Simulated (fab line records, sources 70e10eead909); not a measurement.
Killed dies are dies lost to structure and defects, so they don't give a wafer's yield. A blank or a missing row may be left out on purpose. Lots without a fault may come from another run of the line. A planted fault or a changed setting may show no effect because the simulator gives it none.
fab line records | flow nand_harc
record lots=5 wafers=15 last_day=34
route steps=1302 shown P_ZERO_WELL@29 END@1302
lots that met no fault: from a run of the same line without faults
start_h: hours from the record's first day to the start of the lot's first wafer shown | wait_h: hours since the lot's step before | " the same as in the row above | L1.1+2: a row that stands for several wafers | - no value, or no start given | * or withheld: withheld | < > ~ a bound
route shown NAME@n: a module of which the file shows steps, and the number in the route of the first | usual: mean/standard deviation of fault-free wafers | same: alike in all rows | chamber/n: place in a boat | sites: the reading at each site | _std_site: their standard deviation | _edge_site: outer sites' mean less inner sites' | radius_mm: how far each site lies from the wafer's centre | mask NAME#n: copy n | behind: the tool/chamber that last shaped the wafer | hold: why the lot was held/for how many hours/how that ended | device: the transistor (n, p or np) that didn't switch | end of line: the same wafers' tests at the end of the route | a step without rows: its recipe alone | killed: dies lost to structure and defects at the first sort, not the wafer's yield | map: a wafer's dies, x killed, . not, _ none there
set.NAME: the setting as run; set.NAME@STEP: as run at that earlier step | model.NAME: the simulator's own value behind a step, which no gauge read
lots at some steps of the route; a table a step, a row a wafer
services: from which hour (start_h, from the record's first day; less than 0 if before it) a tool's chamber was out of use, for how many hours, and why
## steps
# step NHARC_P_ZERO_WELL_CD_MEAS_24
# recipe target_cd_nm=720 landing_energy_ev=500
# usual cd_nm=719.4/1.6
# columns lot.wafer tool chamber start_h wait_h cd_nm
L627.3 cd_sem-02 0 43.53 - 719.9
L627.4 " 0 " " 720.7
L627.6 " 0 " " 718.6
L636.2 cd_sem-01 0 132.59 - 719.0
L636.5 " 0 " " 718.5
L636.6 " 0 " " 716.8
L638.2 cd_sem-03 0 152.58 - 722.0
L638.3 " 0 " " 720.4
L638.4 " 0 " " 722.4
L646.1 cd_sem-03 0 232.49 - 718.0
L646.2 " 0 " " 719.8
L646.5 " 0 " " 716.0
L647.3 cd_sem-03 0 242.76 - 720.1
L647.4 " 0 " " 719.6
L647.5 " 0 " " 719.5
# step NHARC_P_ZERO_WELL_HARDBAKE_25
# recipe temp_c=125 time_s=80
# step NHARC_P_ZERO_WELL_DESCUM_26
# recipe time_s=3 o2_flow_sccm=200 ar_flow_sccm=0 bias_power_w=0 chemistry=O2
# usual chamber_pressure_mTorr=60.00/0.051 drypump_motor_current_A=5.7/0.43 mfc_ar_sccm=0.007/0.0083 oes_product_au=0.997/0.0093 rf_vpp_V=57.9/1 showerhead_plenum_p_Torr=1.91/0.088 throttle_valve_pct=11.311/0.0094
# columns lot.wafer tool chamber start_h wait_h chamber_pressure_mTorr drypump_motor_current_A mfc_ar_sccm oes_product_au rf_hours_counter_h rf_vpp_V showerhead_plenum_p_Torr throttle_valve_pct
L627.3 rie_diel-07 3 43.70 - 60.00 6.2 0 1.007 32 57.9 1.97 11.310
L627.6 " 3 " " 60.06 6.2 0 1.005 - 58.7 1.97 11.316
L627.4 " 1 " " 60.07 5.8 0 1.000 - 57.5 1.95 11.322
L636.2 rie_diel-07 0 132.75 - 60.13 5.8 0 0.993 1 58.1 1.84 11.311
L636.6 " 0 " " 60.01 5.8 0 0.994 - 58.8 1.84 11.308
L636.5 " 1 " " 59.92 5.8 0 0.973 - 57.6 1.95 11.305
L638.2 rie_diel-07 2 152.82 - 59.98 5.9 0.020 0.995 7 57.2 1.82 11.296
L638.3 " 0 " " 60.07 5.8 0 0.989 9 58.2 1.84 11.321
L638.4 " 1 " " 59.93 5.8 0 0.976 7 58.5 1.94 11.300
L646.1 rie_diel-10 3 232.65 - 60.03 5.0 0.009 1.009 55 56.9 1.86 11.313
L646.2 " 2 " " 60.02 4.8 0.012 0.995 51 58.2 1.86 11.321
L646.5 " 3 " " 60.05 5.0 0.009 0.996 - 57.6 1.86 11.318
L647.3 rie_diel-10 1 242.94 - 60.01 5.9 0.017 0.988 57 58.5 1.80 11.304
L647.4 " 3 " " 60.03 5.0 0.009 1.001 59 57.4 1.86 11.312
L647.5 " 1 " " 59.88 5.9 0.017 0.990 - 57.9 1.80 11.290
# step NHARC_P_ZERO_WELL_IMPLANT_27
# recipe energy_kev=600 dose_cm2=1e+13 tilt_deg=7
# step NHARC_P_ZERO_WELL_IMPLANT_57
# recipe energy_kev=250 dose_cm2=4e+12 tilt_deg=7
# step NHARC_P_ZERO_WELL_IMPLANT_58
# recipe energy_kev=100 dose_cm2=2e+12 tilt_deg=7
# step NHARC_P_ZERO_WELL_STRIP_28
# recipe time_s=840 temp_c=130 chemistry=SPM
# step NHARC_P_ZERO_WELL_DEHYDRATE_29
# recipe temp_c=150 time_s=120
# step NHARC_P_ZERO_WELL_HMDS_30
# recipe time_s=30
# step NHARC_P_ZERO_WELL_COAT_31
# recipe spin_rpm=withheld
# step NHARC_P_ZERO_WELL_SOFTBAKE_32
# recipe temp_c=122 time_s=95
# step NHARC_P_ZERO_WELL_EBR_33
# step NHARC_P_ZERO_WELL_EXPOSE_34
# recipe na=0.6 target_cd_nm=720 dose_mj=22.31 mask_id=P_PWELL
# columns lot.wafer tool chamber start_h wait_h mask
L627.3+4+6 krf_scanner-01 0 45.04 - P_PWELL#0
L636.2+5+6 krf_scanner-04 0 134.07 - P_PWELL#0
L638.2+3+4 krf_scanner-04 0 154.16 - P_PWELL_R1#0
L646.1+2+5 krf_scanner-04 0 233.86 - P_PWELL#0
L647.3+4+5 krf_scanner-01 0 244.26 - P_PWELL#0
# step NHARC_P_ZERO_WELL_PEB_35
# recipe peb_temp_c=118 peb_time_s=85
# step NHARC_P_ZERO_WELL_DEVELOP_36
# recipe time_s=70
# step NHARC_P_ZERO_WELL_CD_MEAS_37
# recipe target_cd_nm=720 landing_energy_ev=500
# usual cd_nm=719.7/2.1
# columns lot.wafer tool chamber start_h wait_h cd_nm
L627.3 cd_sem-02 0 45.19 - 718.8
L627.4 " 0 " " 723.0
L627.6 " 0 " " 718.9
L636.2 cd_sem-03 0 134.23 - 721.4
L636.5 " 0 " " 722.7
L636.6 " 0 " " 722.3
L638.2 cd_sem-02 0 154.31 - 765.8
L638.3 " 0 " " 768.2
L638.4 " 0 " " 763.5
L646.1 cd_sem-03 0 234.01 - 717.4
L646.2 " 0 " " 718.7
L646.5 " 0 " " 718.7
L647.3 cd_sem-02 0 244.41 - 720.5
L647.4 " 0 " " 721.7
L647.5 " 0 " " 719.8
# step NHARC_P_ZERO_WELL_HARDBAKE_38
# recipe temp_c=125 time_s=80
# step NHARC_END_SORT_01
# recipe temp_c=25
# usual killed_at_array=57/18 killed_at_other=0.8/1 killed_at_periphery=3.9/2.8 killed_dies=62/18 killed_open=3.4/1.8 killed_short=2.2/1.6
# same gross_dies=677
# columns lot.wafer tool chamber start_h wait_h killed_at_array killed_at_other killed_at_periphery killed_dies killed_open killed_short
L638.2 prober-02 0 684.57 2.8 48 1 2 51 4 2
L638.3 prober-02 0 685.37 3.1 45 0 2 47 3 3
L638.4 prober-02 0 686.16 3.4 44 0 4 48 1 4
# killed by level:class
L638.2 A_SLIT:chamber_film_flake=35 A_CHANNEL_HOLE_D1:chamber_film_flake=5 A_STAIRCASE:chamber_film_flake=2 P_CONTACT:geometric_particle:open=1 P_M1:geometric_particle:open=1 A_SOURCE_PLATE:geometric_particle:short=1 A_CHANNEL_FILL_D2:geometric_particle:short=1 A_SGD_CUT:geometric_particle:open=1
L638.3 A_SLIT:chamber_film_flake=25 A_CHANNEL_HOLE_D1:chamber_film_flake=9 A_STAIRCASE:chamber_film_flake=4 A_WL_FILL:chamber_film_flake=2 P_CONTACT:geometric_particle:short=1 P_M1:geometric_particle:open=1 A_DECK1_JOINT:geometric_particle:open=1 A_CHANNEL_FILL_D2:geometric_particle:open=1
L638.4 A_SLIT:chamber_film_flake=32 A_CHANNEL_HOLE_D1:chamber_film_flake=6 P_M0:geometric_particle:short=2 P_M2:chamber_film_flake=2 A_DECK1_JOINT:geometric_particle:short=1 A_ONON_D2:geometric_particle:short=1 A_BLC:geometric_particle:open=1 A_DECK1_JOINT:chamber_film_flake=1
## services
# columns tool chamber start_h hours kind
rie_diel-07 0 23.28 - clean
rie_diel-07 1 23.28 - clean
rie_diel-07 2 23.28 - clean
rie_diel-07 3 23.28 - clean
rie_diel-07 0 32.11 11.8 repair
rie_diel-10 0 45.63 9.8 repair
rie_diel-07 0 47.81 - clean
rie_diel-07 1 47.81 - clean
rie_diel-07 2 47.81 - clean
rie_diel-07 3 47.81 - clean
rie_diel-10 - 66.46 9.0 pm
rie_diel-07 0 72.31 - clean
rie_diel-07 1 72.31 - clean
rie_diel-07 2 72.31 - clean
rie_diel-07 2 100.78 15.0 repair
rie_diel-07 - 118.53 9.0 pm
krf_scanner-01 - 140.00 4.0 pm
krf_scanner-04 - 142.36 0.7 repair
krf_scanner-01 - 148.26 0.8 repair
rie_diel-10 - 175.08 1.0 repair
krf_scanner-04 - 182.00 4.0 pm
krf_scanner-01 - 209.51 0.6 repair
rie_diel-07 3 233.57 15.1 repair
rie_diel-10 - 243.46 9.0 pm
## key
first_sign step=NHARC_P_ZERO_WELL_EXPOSE_34 reading=mask direction=changed
effect step=NHARC_P_ZERO_WELL_CD_MEAS_37 reading=cd_nm direction=up sigmas=22 usual=719.7 struck=765.8
met_at NHARC_P_ZERO_WELL_EXPOSE_34
struck_wafers L638.2,L638.3,L638.4
tester_left_out L638
onset_between 134.07 154.16
fault kind=wrong_mask tool=any chamber=- onset_h=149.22 steps=NHARC_P_ZERO_WELL_EXPOSE_34 aux_copy=P_PWELL_R1#0 cd_offset_nm=44.413 scope=struck_lots_only
# tester_left_out: of these lots the tester's yield and bins aren't shown, on N5 and GAA mostly nor the transistor test; their killed dies are dies lost to structure and defects alone, not to doping, threshold or leakage, so they don't give the yield
